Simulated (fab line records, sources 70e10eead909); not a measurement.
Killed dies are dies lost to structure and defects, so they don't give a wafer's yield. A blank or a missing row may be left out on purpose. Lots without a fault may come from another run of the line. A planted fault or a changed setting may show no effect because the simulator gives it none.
Chamber matching | flow nand_harc | NHARC_A_CONTACT_ALD_18 on ald_metal-01: 4 sister chambers
The step deposits TiN, target thk 3 nm, pulse time 1 s, ald cycles 150. 4 wafers are shown with their chamber, then 8 later ones without.

WAFERS WITH THEIR CHAMBER
wafer  | chamber | heater_power_w (W)
L086.5 | 1       | 1172
L089.1 | 0       | 1005
L089.3 | 2       | 1190
L093.1 | 3       | 1024

WAFERS WITHOUT THEIR CHAMBER
wafer  | heater_power_w (W)
L093.3 | 1019
L093.5 | 1166
L094.1 | 1137
L094.4 | 1137
L094.5 | 1142
L096.1 | 1026
L096.2 | 1011
L096.3 | 1126

WHICH CHAMBER EACH WENT THROUGH
wafer  | from the rows above     | in truth
L093.3 | can't be placed: 3 or 0 | 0
L093.5 | can't be placed: 1 or 2 | 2
L094.1 | can't be placed: 1 or 2 | 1
L094.4 | can't be placed: 1 or 2 | 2
L094.5 | can't be placed: 1 or 2 | 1
L096.1 | can't be placed: 3 or 0 | 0
L096.2 | can't be placed: 0 or 3 | 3
L096.3 | can't be placed: 1 or 2 | 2
Placed correctly: 0 of 8. Can't be placed from these rows: 8 (the true chamber is among the candidates in 8). Placed wrongly: 0.
How it was worked out, from the rows above alone: a wafer's distance from a chamber is the root of the sum, over the readings, of the square of ((its reading less the chamber's mean) divided by the reading's scatter). The wafer belongs to the nearest chamber; if the next one is less than 2 further off, it can't be placed. A chamber's mean is the mean of its shown wafers. The scatter: with one shown wafer a chamber, the root of the mean of the squares of how far each hidden wafer lies from its nearest shown one.
